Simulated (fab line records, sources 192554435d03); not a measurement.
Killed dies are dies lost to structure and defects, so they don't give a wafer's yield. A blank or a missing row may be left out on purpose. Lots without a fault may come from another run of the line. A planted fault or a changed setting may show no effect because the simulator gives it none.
Which tool did it? | flow n5_finfet | 9 lots, 25 wafers sampled, at 5 steps of a route of 1938

WHAT THE GAUGES READ, wafer by wafer
N5_SDB_INSPECT_36: inspects for defects (darkfield). Usual: raw_defect_count 41, standard deviation 18.
lot  | measured    | on                | raw_defect_count | flag
L845 | day 4 15:28 | defect_inspect-02 | 31 40 47         |
L846 | day 4 23:52 | defect_inspect-02 | 15 44 32         |
L848 | day 5 14:25 | defect_inspect-02 | 66 55 48         |
L852 | day 6 12:13 | defect_inspect-02 | 52 31            |
L855 | day 7 06:56 | defect_inspect-02 | 88 76            |
L857 | day 7 19:48 | defect_inspect-01 | 16 17 28         |
L860 | day 8 09:43 | defect_inspect-02 | 28 26 33         |
L861 | day 8 19:13 | defect_inspect-01 | 39 39 37         |
L865 | day 9 21:22 | defect_inspect-01 | 32 49 27         |

N5_BEOL_M4_RC_MEAS_101. Usual: DIBL_N 36.3 mV/V, standard deviation 1.2; DIBL_P 36.1 mV/V, standard deviation 1.6; IOFF_N 0.161 nA/um, standard deviation 0.023; IOFF_P 0.209 nA/um, standard deviation 0.027; ION_N 676 uA/um, standard deviation 8.9; ION_P 462 uA/um, standard deviation 5.3; SS_N 71.5 mV/dec, standard deviation 0.51; SS_P 73.2 mV/dec, standard deviation 0.5; VT_N 249.1 mV, standard deviation 2.5; VT_P -249.9 mV, standard deviation 2.8.
lot  | measured     | on        | DIBL_N (mV/V)  | DIBL_P (mV/V)  | IOFF_N (nA/um)    | IOFF_P (nA/um)    | ION_N (uA/um) | ION_P (uA/um) | SS_N (mV/dec)  | SS_P (mV/dec)  | VT_N (mV)         | VT_P (mV)            | flag
L845 | day 8 14:11  | prober-02 | 35.7 34.9 34.4 | 34.7 33.4 33.8 | 0.146 0.125 0.125 | 0.190 0.172 0.180 | 672 666 667   | 463 457 464   | 71.5 70.9 71.1 | 72.8 72.9 72.9 | 252.3 252.6 252.0 | -249.1 -253.1 -251.7 |
L846 | day 8 17:25  | prober-02 | 35.5 34.8 36.0 | 34.7 33.8 35.1 | 0.126 0.121 0.137 | 0.169 0.164 0.182 | 658 664 672   | 450 457 459   | 70.6 69.9 70.4 | 72.4 72.7 72.3 | 250.9 252.8 252.8 | -255.3 -255.6 -254.5 |
L848 | day 9 12:39  | prober-02 | 36.5 37.4 37.1 | 35.8 37.8 37.4 | 0.158 0.188 0.198 | 0.203 0.239 0.240 | 669 675 683   | 459 459 466   | 71.6 71.5 71.6 | 73.5 73.4 74.4 | 249.0 248.5 248.4 | -249.5 -247.8 -247.9 |
L852 | day 10 10:28 | prober-01 | 36.6 36.6      | 36.6 37.1      | 0.164 0.165       | 0.206 0.209       | 684 687       | 463 465       | 71.7 71.4      | 72.9 73.7      | 246.6 249.3       | -249.0 -247.0        |
L855 | day 11 01:43 | prober-02 | 38.5 36.0      | 37.1 35.3      | 0.182 0.138       | 0.229 0.193       | 678 658       | 466 455       | 72.4 71.4      | 73.8 73.3      | 249.7 255.3       | -249.3 -251.9        |
L857 | day 11 09:02 | prober-02 | 35.0 35.7 34.0 | 35.2 35.9 33.4 | 0.151 0.160 0.135 | 0.197 0.204 0.174 | 676 672 665   | 467 462 457   | 71.9 71.9 71.0 | 72.5 73.4 72.6 | 247.9 250.1 251.5 | -250.9 -250.7 -253.3 |
L860 | day 12 11:00 | prober-02 | 38.6 36.7 37.9 | 37.3 34.8 36.1 | 0.201 0.159 0.188 | 0.248 0.206 0.235 | 679 669 688   | 465 455 474   | 72.6 71.6 71.8 | 73.9 73.2 73.5 | 247.0 250.7 248.7 | -248.7 -250.7 -246.2 |
L861 | day 12 14:46 | prober-01 | 36.1 35.7 36.0 | 35.0 34.4 35.0 | 0.166 0.149 0.155 | 0.211 0.200 0.201 | 678 675 680   | 459 460 468   | 71.1 71.5 71.2 | 72.2 72.8 72.9 | 248.8 249.9 250.0 | -248.8 -248.3 -248.5 |
L865 | day 13 22:22 | prober-01 | 37.1 36.0 35.0 | 36.4 35.6 34.3 | 0.166 0.143 0.132 | 0.217 0.202 0.178 | 679 674 662   | 465 463 457   | 71.8 71.9 71.6 | 73.3 73.1 73.4 | 250.1 250.6 251.1 | -246.2 -248.4 -248.6 |

WHICH TOOL RAN EACH LOT (tool, then ch and the chambers of the sampled wafers, then the start)
lot  | N5_ILD0_LINER_00                 | N5_SDB_ETCH_17                    | N5_SDB_CUT_ETCH_26
L845 | ald_sin-03 ch 2,3, day 4 04:31   | rie_diel-04 ch 0,1,2, day 4 11:39 | rie_si-03 ch 0,1,2, day 4 12:14
L846 | ald_sin-01 ch 0,1, day 4 09:29   | rie_diel-04 ch 2,3, day 4 17:08   | rie_si-04 ch 0,2,3, day 4 19:26
L848 | ald_sin-03 ch 1,3, day 5 02:32   | rie_diel-04 ch 2,3, day 5 09:59   | rie_si-03 ch 0,1, day 5 11:10
L852 | ald_sin-01 ch 0,2, day 6 01:41   | rie_diel-04 ch 0,3, day 6 08:24   | rie_si-03 ch 2,3, day 6 08:59
L855 | ald_sin-02 ch 1, day 6 19:49     | rie_diel-04 ch 0,1, day 7 02:52   | rie_si-03 ch 2,3, day 7 03:41
L857 | ald_sin-02 ch 0,1,3, day 7 08:54 | rie_diel-04 ch 0,1,2, day 7 15:58 | rie_si-03 ch 1,2,3, day 7 16:33
L860 | ald_sin-03 ch 2,3, day 7 22:49   | rie_diel-05 ch 2,3, day 8 05:44   | rie_si-04 ch 0,1,3, day 8 06:27
L861 | ald_sin-02 ch 0,1,3, day 8 06:11 | rie_diel-05 ch 2,3, day 8 13:02   | rie_si-04 ch 1,2, day 8 13:55
L865 | ald_sin-03 ch 0,2,3, day 9 09:04 | rie_diel-05 ch 1,2, day 9 17:33   | rie_si-04 ch 0,3, day 9 18:08
- N5_ILD0_LINER_00: material SiNx, target thk 4 nm, pulse time 1 s, purge time 2 s.
- N5_SDB_ETCH_17: etches SiARC in CF4, target depth 23.4 nm, time 39 s.
- N5_SDB_CUT_ETCH_26: etches Si in HBr/Cl2/O2, target depth 129.6 nm, bt time 20 s, time 51.8 s.

WHAT THE TOOLS THEMSELVES READ (means of the sampled wafers that have a number; where no wafer has one, the mark that the record gives instead)
N5_ILD0_LINER_00. Usual: chamber_pressure_Torr 2.000 Torr, standard deviation 0.004; heater_power_w 836 W, standard deviation 68; precursor_pulse_height_rel 1.002, standard deviation 0.02.
lot  | tool       | chamber_pressure_Torr (Torr) | heater_power_w (W) | precursor_pulse_height_rel | flag
L845 | ald_sin-03 | 2.001                        | 941                | 1.002                      |
L846 | ald_sin-01 | 2.003                        | 800                | 1.013                      |
L848 | ald_sin-03 | 2.000                        | 971                | 0.999                      |
L852 | ald_sin-01 | 1.998                        | 842                | 1.004                      |
L855 | ald_sin-02 | 1.998                        | 850                | 1.026                      |
L857 | ald_sin-02 | 2.004                        | 832                | 0.999                      |
L860 | ald_sin-03 | 1.994                        | 953                | 1.024                      |
L861 | ald_sin-02 | 2.002                        | 825                | 1.030                      |
L865 | ald_sin-03 | 1.999                        | 873                | 0.999                      |

N5_SDB_ETCH_17. Usual: chamber_pressure_mTorr 40.00 mTorr, standard deviation 0.039; drypump_motor_current_A 6.0 A, standard deviation 0.47; etch_rf_on_time_s 39.3 s, standard deviation 0.5; oes_product_au 0.66 a.u., standard deviation 0.062; rf_vpp_V 184.2 V, standard deviation 1; showerhead_plenum_p_Torr 2.16 Torr, standard deviation 0.064; throttle_valve_pct 15.59 %, standard deviation 0.16.
lot  | tool        | chamber_pressure_mTorr (mTorr) | drypump_motor_current_A (A) | etch_rf_on_time_s (s) | oes_product_au (a.u.) | rf_vpp_V (V) | showerhead_plenum_p_Torr (Torr) | throttle_valve_pct (%) | flag
L845 | rie_diel-04 | 39.97                          | 6.0                         | 38.8                  | 0.64                  | 184.5        | 2.14                            | 15.54                  |
L846 | rie_diel-04 | 40.02                          | 5.7                         | 38.9                  | 0.61                  | 185.0        | 2.21                            | 15.43                  |
L848 | rie_diel-04 | 40.03                          | 5.7                         | 39.2                  | 0.62                  | 185.1        | 2.22                            | 15.40                  |
L852 | rie_diel-04 | 39.98                          | 6.2                         | 42.5                  | 0.59                  | 182.9        | 2.13                            | 15.44                  | OFF
L855 | rie_diel-04 | 40.02                          | 6.2                         | 42.0                  | 0.61                  | 183.3        | 2.09                            | 15.65                  | OFF
L857 | rie_diel-04 | 40.01                          | 6.0                         | 41.0                  | 0.60                  | 185.1        | 2.13                            | 15.61                  | OFF
L860 | rie_diel-05 | 40.00                          | 6.3                         | 39.8                  | 0.66                  | 184.5        | 2.17                            | 15.66                  |
L861 | rie_diel-05 | 39.98                          | 6.2                         | 39.2                  | 0.66                  | 184.7        | 2.17                            | 15.66                  |
L865 | rie_diel-05 | 40.01                          | 6.4                         | 39.6                  | 0.76                  | 183.7        | 2.18                            | 15.41                  |

N5_SDB_CUT_ETCH_26. Usual: chamber_pressure_mTorr 10.000 mTorr, standard deviation 0.0096; drypump_motor_current_A 5.9 A, standard deviation 0.42; he_backside_leak_sccm 2.9 sccm, standard deviation 0.42; oes_o_777_au 0.998 a.u., standard deviation 0.02; oes_product_au 0.998 a.u., standard deviation 0.012; throttle_valve_pct 37.14 %, standard deviation 0.27.
lot  | tool      | chamber_pressure_mTorr (mTorr) | drypump_motor_current_A (A) | he_backside_leak_sccm (sccm) | oes_o_777_au (a.u.) | oes_product_au (a.u.) | throttle_valve_pct (%) | flag
L845 | rie_si-03 | 9.996                          | 6.1                         | 3.1                          | 0.988               | 0.990                 | 37.28                  |
L846 | rie_si-04 | 10.003                         | 6.2                         | 2.6                          | 1.005               | 1.007                 | 36.99                  |
L848 | rie_si-03 | 10.005                         | 6.1                         | 3.3                          | 0.972               | 0.986                 | 37.21                  |
L852 | rie_si-03 | 9.995                          | 5.7                         | 2.9                          | 0.998               | 0.991                 | 37.01                  |
L855 | rie_si-03 | 10.005                         | 5.6                         | 2.9                          | 1.003               | 0.998                 | 37.00                  |
L857 | rie_si-03 | 9.990                          | 6.0                         | 2.8                          | 0.994               | 0.995                 | 37.08                  |
L860 | rie_si-04 | 10.002                         | 5.9                         | 2.7                          | 1.007               | 1.002                 | 37.21                  |
L861 | rie_si-04 | 10.004                         | 5.8                         | 2.7                          | 1.019               | 1.000                 | 37.33                  |
L865 | rie_si-04 | 10.005                         | 6.2                         | 2.5                          | 1.007               | 1.007                 | 37.10                  |

THE ANSWER, worked out from the rows above alone
Rule: a lot is off if the mean of its wafers that have a number lies more than 3 standard deviations from the usual mean. A lot without any number at a reading at which 4 lots or more have one is off too. The other lots that the step has rows for count as sound. The gauges are gone through in route order, then the tools' own readings, and for those a lot's mean is taken as printed above. The first step at which some lot is off is used, and at that step the reading that is off furthest; a lot without a number counts as furthest.
Off: L852, L855, L857, at N5_SDB_ETCH_17 (etch_rf_on_time_s).
A tool fits if, at that step or a process step before it, it ran every lot that is off, and no sound lot after the first of them. One fits: rie_diel-04 at N5_SDB_ETCH_17. Its last sound lot is L848 (day 5 09:59), its first lot that is off L852 (day 6 08:24): a fault that began between those two fits.
The tool's own readings at N5_SDB_ETCH_17 bear it out: on the lots that are off they differ by more than 5 times the standard deviation of the sound lots' means. etch_rf_on_time_s reads 41.8 s there against 39.2 s on the sound lots.

WHAT THE SIMULATOR HAD PUT IN
Process parameter drift: rie_diel-04, from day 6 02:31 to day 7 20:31, at N5_SDB_ETCH_17. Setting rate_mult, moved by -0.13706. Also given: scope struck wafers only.
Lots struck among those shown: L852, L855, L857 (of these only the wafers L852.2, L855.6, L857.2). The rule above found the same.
